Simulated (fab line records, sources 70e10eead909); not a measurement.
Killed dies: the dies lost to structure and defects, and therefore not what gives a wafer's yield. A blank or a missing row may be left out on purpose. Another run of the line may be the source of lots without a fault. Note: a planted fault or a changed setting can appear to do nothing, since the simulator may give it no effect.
Shared-tool check	flow nand_harc	Lots sampled 12, wafers sampled 36

REASON IT WAS OPENED
At NHARC_P_M0_CD_MEAS_09 the reading cd_nm is flagged on 2 of 12 lots. Wafers without a fault read 90.1 nm, standard deviation 0.53.
Rule: flag the lot when none of its wafers has a number, or when each of its wafers that has one lies beyond 4 standard deviations from that mean. All remaining lots are regarded as sound.

lot	measured	on	cd_nm (nm), wafer by wafer	flag
L470	day 5 19:01	cd_sem-03	89.9 91.0 90.2	
L471	day 5 19:38	cd_sem-03	90.3 90.2 90.5	
L473	day 6 13:59	cd_sem-02	90.4 90.5 90.1	
L476	day 7 04:29	cd_sem-03	90.0 90.0 90.1	
L479	day 8 06:07	cd_sem-01	70.9 71.0 71.0	FLAGGED
L480	day 8 11:58	cd_sem-01	74.8 74.9 75.0	FLAGGED
L483	day 9 01:58	cd_sem-03	90.4 89.9 90.8	
L485	day 9 16:06	cd_sem-02	89.0 90.1 89.2	
L484	day 9 17:58	cd_sem-01	91.0 90.8 90.4	
L486	day 10 04:58	cd_sem-02	89.2 90.4 89.9	
L488	day 10 09:47	cd_sem-02	90.5 90.3 90.3	
L493	day 11 11:02	cd_sem-03	89.5 90.4 89.8	
On average the flagged lots' numbers are 72.9 nm, which is -17.2 nm against the usual, or -32 standard deviations.

WHICH TOOL RAN EACH LOT
The record holds 3 process steps before the reading, out of a route of 1159 steps. Every cell lists first the tool, next ch and the chambers used by the sampled wafers, and last the start.
lot	flag	NHARC_P_CONTACT_ETCH_36	NHARC_P_CONTACT_ALD_22	NHARC_P_M0_EXPOSE_06
L470		rie_diel-11 ch 0,3, day 5 13:15 or earlier	ald_metal-02 ch 0,3, day 5 13:15	arfi_scanner-01 ch 0, day 5 18:53
L471		rie_diel-08 ch 0,2,3, day 5 13:53 or earlier	ald_metal-04 ch 0,1,2, day 5 13:53	arfi_scanner-01 ch 0, day 5 19:30
L473		rie_diel-08 ch 0,2,3, day 6 02:46 or earlier	ald_metal-01 ch 0,2,3, day 6 02:46	arfi_scanner-02 ch 0, day 6 13:51
L476		rie_diel-08 ch 1,2,3, day 7 00:43 or earlier	ald_metal-02 ch 1,3, day 7 00:43	arfi_scanner-03 ch 0, day 7 04:21
L479	FLAGGED	rie_diel-11 ch 2,3, day 7 22:16 or earlier	ald_metal-02 ch 2,3, day 7 22:16	arfi_scanner-01 ch 0, day 8 05:58
L480	FLAGGED	rie_diel-08 ch 1,2, day 8 08:11 or earlier	ald_metal-02 ch 3, day 8 08:11	arfi_scanner-01 ch 0, day 8 11:49
L483		rie_diel-11 ch 0,1,3, day 8 23:05 or earlier	ald_metal-04 ch 0,1,2, day 8 23:05	arfi_scanner-03 ch 0, day 9 01:49
L485		rie_diel-11 ch 0,3, day 9 09:08 or earlier	ald_metal-01 ch 0,3, day 9 09:08	arfi_scanner-03 ch 0, day 9 15:58
L484		rie_diel-08 ch 1,2,3, day 9 09:40 or earlier	ald_metal-02 ch 0,2, day 9 09:40	arfi_scanner-02 ch 0, day 9 17:49
L486		rie_diel-08 ch 1,2,3, day 9 19:11 or earlier	ald_metal-01 ch 0,1,3, day 9 19:11	arfi_scanner-03 ch 0, day 10 04:50
L488		rie_diel-05 ch 0,1,2, day 10 07:29 or earlier	ald_metal-02 ch 2,3, day 10 07:29	arfi_scanner-03 ch 0, day 10 09:39
L493		rie_diel-11 ch 0,1,3, day 11 08:53 or earlier	ald_metal-02 ch 0,1,3, day 11 08:53	arfi_scanner-03 ch 0, day 11 10:54
What the steps here do:
- NHARC_P_CONTACT_ETCH_36: etches the open film in N2/H2, target depth 260 nm, time 406.25 s.
- NHARC_P_CONTACT_ALD_22: deposits TiN, target thk 3 nm, pulse time 1 s, ald cycles 150.
- NHARC_P_M0_EXPOSE_06: exposes mask P M0, target cd 90 nm.
- NHARC_P_M0_CD_MEAS_09: target cd 90 nm.

FLAGGED AGAINST TOTAL, ONE TOOL AT A TIME (gauges that did the reading follow at the end)
step	tool	lots run	flagged	share of the flagged lots	sound lots run after its first flagged lot
NHARC_P_CONTACT_ETCH_36	rie_diel-05	1	0	none	-
NHARC_P_CONTACT_ETCH_36	rie_diel-08	6	1	some	2 (L484,L486)
NHARC_P_CONTACT_ETCH_36	rie_diel-11	5	1	some	3 (L483,L485,L493)
NHARC_P_CONTACT_ALD_22	ald_metal-01	3	0	none	-
NHARC_P_CONTACT_ALD_22	ald_metal-02	7	2	all	3 (L484,L488,L493)
NHARC_P_CONTACT_ALD_22	ald_metal-04	2	0	none	-
NHARC_P_M0_EXPOSE_06	arfi_scanner-01	4	2	all	0
NHARC_P_M0_EXPOSE_06	arfi_scanner-02	2	0	none	-
NHARC_P_M0_EXPOSE_06	arfi_scanner-03	6	0	none	-
NHARC_P_M0_CD_MEAS_09	cd_sem-01	3	2	all	1 (L484)
NHARC_P_M0_CD_MEAS_09	cd_sem-02	4	0	none	-
NHARC_P_M0_CD_MEAS_09	cd_sem-03	5	0	none	-
NHARC_P_CONTACT_ETCH_36: start missing for some lots; hours and lot order therefore follow NHARC_P_CONTACT_ALD_22.

WHAT IS ALLOWED BY THE TABLE
Every flagged lot was run by 3 rows of the table: ald_metal-02 at NHARC_P_CONTACT_ALD_22, arfi_scanner-01 at NHARC_P_M0_EXPOSE_06 and cd_sem-01 at NHARC_P_M0_CD_MEAS_09.
- ald_metal-02 at NHARC_P_CONTACT_ALD_22 ran 7 lots, 2 of them flagged. After the first flagged lot (L484, L488, L493), sound lots still ran on it; a lasting fault on the whole tool would not permit that.
- arfi_scanner-01 at NHARC_P_M0_EXPOSE_06 ran 4 lots, 2 of them flagged. Its last sound lot is L471 (day 5 19:30), its first flagged lot L479 (day 8 05:58): a fault that began between those two fits. Its own readings lie more than 4 standard deviations out on every wafer of the flagged lots: exposure_dose_mJ_cm2.
- cd_sem-01 at NHARC_P_M0_CD_MEAS_09 ran 3 lots, 2 of them flagged. After the first flagged lot (L484), sound lots still ran on it; a lasting fault on the whole tool would not permit that.
One tool is left: arfi_scanner-01 at NHARC_P_M0_EXPOSE_06.

WHAT THE SIMULATOR PUT IN
Drift in process parameters on arfi_scanner-01 at NHARC_P_M0_EXPOSE_06, starting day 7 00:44. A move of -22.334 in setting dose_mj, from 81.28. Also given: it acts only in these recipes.
Struck lots among those shown: L479, L480. This agrees with what the rule above found.
